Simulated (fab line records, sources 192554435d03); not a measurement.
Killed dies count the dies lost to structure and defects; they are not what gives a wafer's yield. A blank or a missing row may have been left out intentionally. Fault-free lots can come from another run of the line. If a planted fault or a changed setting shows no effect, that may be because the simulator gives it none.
Which of the tools did it?	flow n5_finfet	27 wafers from 9 lots sampled at 5 of the route's 1938 steps

WHAT EACH GAUGE READ, for each wafer
N5_MOL_CONTACT_COAG_CD_MEAS_137: target cd 16 nm. Usual: cd_nm at 16.1 nm, with a standard deviation of 0.33.
lot	measured	on	cd_nm (nm)	flag
L955	day 5 16:03	cd_sem-03	15.4 16.0 16.4	
L957	day 6 04:16	cd_sem-02	15.7 15.9 16.2	
L958	day 6 10:11	cd_sem-02	15.9 16.5 16.2	
L966	day 8 09:31	cd_sem-02	15.6 15.9 15.4	
L967	day 8 12:52	cd_sem-02	15.8 15.5 15.6	
L969	day 9 02:49	cd_sem-02	15.8 15.9 15.6	
L974	day 10 09:41	cd_sem-02	15.9 15.6 15.3	
L975	day 10 14:48	cd_sem-02	16.2 16.3 15.9	
L976	day 10 19:26	cd_sem-01	16.2 15.9 16.5	

N5_BEOL_M4_RC_MEAS_101. Usual: DIBL_N 36.8 mV/V, standard deviation 1.5; DIBL_P 37.1 mV/V, standard deviation 2.1; IOFF_N 0.168 nA/um, standard deviation 0.03; IOFF_P 0.22 nA/um, standard deviation 0.034; ION_N 679 uA/um, standard deviation 12; ION_P 466 uA/um, standard deviation 8; SS_N 71.7 mV/dec, standard deviation 0.58; SS_P 73.5 mV/dec, standard deviation 0.67; VT_N 248.8 mV, standard deviation 2.7; VT_P -250 mV, standard deviation 3.3.
lot	measured	on	DIBL_N (mV/V)	DIBL_P (mV/V)	IOFF_N (nA/um)	IOFF_P (nA/um)	ION_N (uA/um)	ION_P (uA/um)	SS_N (mV/dec)	SS_P (mV/dec)	VT_N (mV)	VT_P (mV)	flag
L955	day 8 13:29	prober-01	37.0 36.9 37.1	36.1 36.0 36.1	0.146 0.146 0.148	0.19 0.20 0.20	678 675 672	461 462 461	71.5 70.6 70.9	73.5 72.9 73.4	249.8 247.4 248.0	-253 -249 -250	
L957	day 8 11:34	prober-02	36.4 38.7 36.0	37.5 40.5 37.8	0.165 0.200 0.152	0.22 0.27 0.23	677 687 679	468 468 468	71.8 72.6 71.0	72.7 74.0 72.7	247.4 246.2 251.6	-253 -247 -246	
L958	day 8 17:46	prober-01	37.7 39.2 34.7	38.3 37.7 33.1	0.187 0.213 0.126	0.26 0.24 0.17	678 680 667	467 460 458	72.6 72.9 71.5	74.2 73.9 73.1	247.7 248.0 252.7	-246 -247 -252	
L966	day 11 02:07	prober-02	34.3 36.4 35.6	32.5 34.9 34.2	0.132 0.166 0.152	0.19 0.22 0.21	662 676 670	465 470 461	70.9 71.2 71.0	73.3 73.4 74.0	250.2 247.7 249.4	-251 -250 -250	
L967	day 11 06:49	prober-02	41.2 36.5 35.5	40.8 34.4 32.9	0.240 0.138 0.124	0.32 0.21 0.18	677 662 657	468 464 455	72.2 71.1 71.1	76.2 73.5 72.4	245.5 253.0 253.3	-248 -251 -249	
L969	day 11 22:59	prober-01	37.2 38.1 35.6	37.4 38.0 35.5	0.178 0.182 0.146	0.23 0.25 0.20	690 689 683	467 470 468	71.8 71.6 70.7	72.4 73.9 72.7	245.2 247.6 251.3	-249 -247 -249	
L974	day 13 00:08	prober-02	39.5 36.3 37.7	39.8 36.0 37.7	0.233 0.149 0.182	0.28 0.21 0.23	712 687 695	478 472 476	71.8 71.4 72.2	74.5 73.2 73.2	244.4 250.9 248.9	-247 -249 -250	
L975	day 13 08:35	prober-02	33.4 34.7 36.5	33.0 34.8 36.2	0.126 0.147 0.164	0.19 0.22 0.26	679 681 678	469 472 474	71.3 71.5 72.4	72.9 73.4 73.0	252.8 252.4 248.7	-251 -247 -246	
L976	day 14 02:40	prober-01	37.7 38.0 35.4	38.6 37.2 34.7	0.167 0.171 0.135	0.25 0.22 0.18	676 680 667	467 469 455	71.3 71.0 71.3	73.1 72.6 72.9	249.5 249.2 252.4	-246 -248 -251	

WHICH TOOL RAN EACH LOT (tool, then ch and the chambers of the sampled wafers, then the start)
lot	N5_MOL_CONTACT_COAG_ALD_133	N5_MOL_CONTACT_COAG_ETCHBACK_134	N5_MOL_CONTACT_COAG_STRIP_72
L955	ald_sin-01 ch 0,1,2, day 5 17:08	rie_diel-02 ch 0,1,3, day 5 17:26	rie_diel-02 ch 0,1,3, day 5 17:43
L957	ald_sin-04 ch 0,1,2, day 6 04:50	rie_diel-02 ch 0,1,2, day 6 05:03	rie_diel-02 ch 0,1,2, day 6 05:20
L958	ald_sin-01 ch 0,1,2, day 6 10:53	rie_diel-02 ch 0,1,3, day 6 11:04	rie_diel-02 ch 0,1,3, day 6 11:20
L966	ald_sin-01 ch 1,2,3, day 8 10:13	rie_diel-02 ch 0,1,3, day 8 10:23	rie_diel-02 ch 0,1,3, day 8 10:40
L967	ald_sin-01 ch 0,2, day 8 13:28	rie_diel-06 ch 2,3, day 8 13:41	rie_diel-06 ch 2,3, day 8 13:58
L969	ald_sin-01 ch 1,2, day 9 03:31	rie_diel-06 ch 1,2, day 9 03:42	rie_diel-06 ch 1,2, day 9 03:59
L974	ald_sin-03 ch 0,1,2, day 10 10:31	rie_diel-02 ch 0,1,2, day 10 10:52	rie_diel-02 ch 0,1,2, day 10 11:08
L975	ald_sin-03 ch 1,2, day 10 16:54	rie_diel-02 ch 0,3, day 10 17:07	rie_diel-02 ch 0,3, day 10 17:24
L976	ald_sin-04 ch 0,3, day 10 20:11	rie_diel-02 ch 0,1,3, day 10 20:33	rie_diel-02 ch 0,1,3, day 10 20:50
- N5_MOL_CONTACT_COAG_ALD_133: deposits SiO2, target thk 5 nm, pulse time 1 s, co reactant pulse time 1 s.
- N5_MOL_CONTACT_COAG_ETCHBACK_134: etches SiO2 in CHF3, target depth 10 nm, time 6.7 s.
- N5_MOL_CONTACT_COAG_STRIP_72: strips in N2/H2.

WHAT THE TOOLS THEMSELVES READ (means of the sampled wafers that have a number; where no wafer has one, the mark that the record gives instead)
N5_MOL_CONTACT_COAG_ALD_133. Usual: heater_power_w 77 W, standard deviation 12; precursor_pulse_height_rel 1.001, standard deviation 0.021.
lot	tool	heater_power_w (W)	precursor_pulse_height_rel	flag
L955	ald_sin-01	77	1.001	
L957	ald_sin-04	68	1.010	
L958	ald_sin-01	76	0.993	
L966	ald_sin-01	78	1.007	
L967	ald_sin-01	79	1.015	
L969	ald_sin-01	73	0.994	
L974	ald_sin-03	86	0.995	
L975	ald_sin-03	95	0.999	
L976	ald_sin-04	73	1.008	

N5_MOL_CONTACT_COAG_ETCHBACK_134. Usual: chamber_pressure_mTorr 30.001 mTorr, standard deviation 0.027; drypump_motor_current_A 5.8 A, standard deviation 0.42; oes_ar_750_au 0.84 a.u., standard deviation 0.087; oes_product_au 0.84 a.u., standard deviation 0.091; rf_fwd_power_W 602.4 W, standard deviation 2.5; rf_vpp_V 517 V, standard deviation 11; showerhead_plenum_p_Torr 2.40 Torr, standard deviation 0.094; throttle_valve_pct 18.70 %, standard deviation 0.19.
lot	tool	chamber_pressure_mTorr (mTorr)	drypump_motor_current_A (A)	oes_ar_750_au (a.u.)	oes_product_au (a.u.)	rf_fwd_power_W (W)	rf_vpp_V (V)	showerhead_plenum_p_Torr (Torr)	throttle_valve_pct (%)	flag
L955	rie_diel-02	29.977	6.0	0.82	0.81	601.6	511	2.40	18.73	
L957	rie_diel-02	30.006	5.9	0.90	0.91	605.8	519	2.44	18.60	
L958	rie_diel-02	30.011	6.0	0.80	0.81	603.1	511	2.40	18.74	
L966	rie_diel-02	30.016	6.0	0.89	0.88	600.3	511	2.40	18.65	
L967	rie_diel-06	29.974	5.6	0.78	0.77	604.1	511	2.36	18.96	
L969	rie_diel-06	30.006	5.8	0.78	0.78	601.0	511	2.41	18.92	
L974	rie_diel-02	30.003	5.9	0.84	0.83	603.5	518	2.42	18.65	
L975	rie_diel-02	30.028	5.9	0.90	0.90	598.8	513	2.40	18.70	
L976	rie_diel-02	29.978	6.0	0.85	0.84	600.9	511	2.39	18.69	

N5_MOL_CONTACT_COAG_STRIP_72. Usual: chamber_pressure_mTorr 20.00 mTorr (standard deviation 0.048); drypump_motor_current_A 5.8 A (standard deviation 0.43); h2_flow_sccm 200.0 sccm (standard deviation 0.66); oes_product_au 0.84 a.u. (standard deviation 0.089); rf_vpp_V 59.5 V (standard deviation 2); showerhead_plenum_p_Torr 2.55 Torr (standard deviation 0.1); throttle_valve_pct 23.6 % (standard deviation 0.3).
lot	tool	chamber_pressure_mTorr (mTorr)	drypump_motor_current_A (A)	h2_flow_sccm (sccm)	oes_product_au (a.u.)	rf_vpp_V (V)	showerhead_plenum_p_Torr (Torr)	throttle_valve_pct (%)	flag
L955	rie_diel-02	20.00	6.0	199.9	0.81	57.3	2.55	23.6	
L957	rie_diel-02	19.97	5.9	200.1	0.91	59.3	2.59	23.6	
L958	rie_diel-02	20.00	6.0	199.9	0.81	60.5	2.55	23.6	
L966	rie_diel-02	20.02	6.0	199.6	0.89	60.4	2.54	23.5	
L967	rie_diel-06	19.96	5.6	200.0	0.78	57.8	2.51	23.9	
L969	rie_diel-06	20.00	5.8	200.6	0.78	59.9	2.57	23.9	
L974	rie_diel-02	19.98	5.9	199.4	0.83	58.2	2.58	23.6	
L975	rie_diel-02	19.93	5.9	200.4	0.90	58.4	2.54	23.6	
L976	rie_diel-02	20.03	6.0	199.7	0.85	59.0	2.53	23.6	

THE ANSWER, worked out from the rows above alone
Rule: a lot is off if the mean of its wafers that have a number lies more than 3 standard deviations from the usual mean. A lot without any number at a reading at which 4 lots or more have one is off too. All remaining lots with rows at the step are treated as sound. Order of review: gauges by route order, followed by the tools' own readings, for which a lot's mean as printed above is used. The first step at which some lot is off is used, and at that step the reading that is off furthest; a lot without a number counts as furthest.
None of the lots is off at any reading shown; this tells nothing.

WHAT HAD BEEN PUT IN BY THE SIMULATOR
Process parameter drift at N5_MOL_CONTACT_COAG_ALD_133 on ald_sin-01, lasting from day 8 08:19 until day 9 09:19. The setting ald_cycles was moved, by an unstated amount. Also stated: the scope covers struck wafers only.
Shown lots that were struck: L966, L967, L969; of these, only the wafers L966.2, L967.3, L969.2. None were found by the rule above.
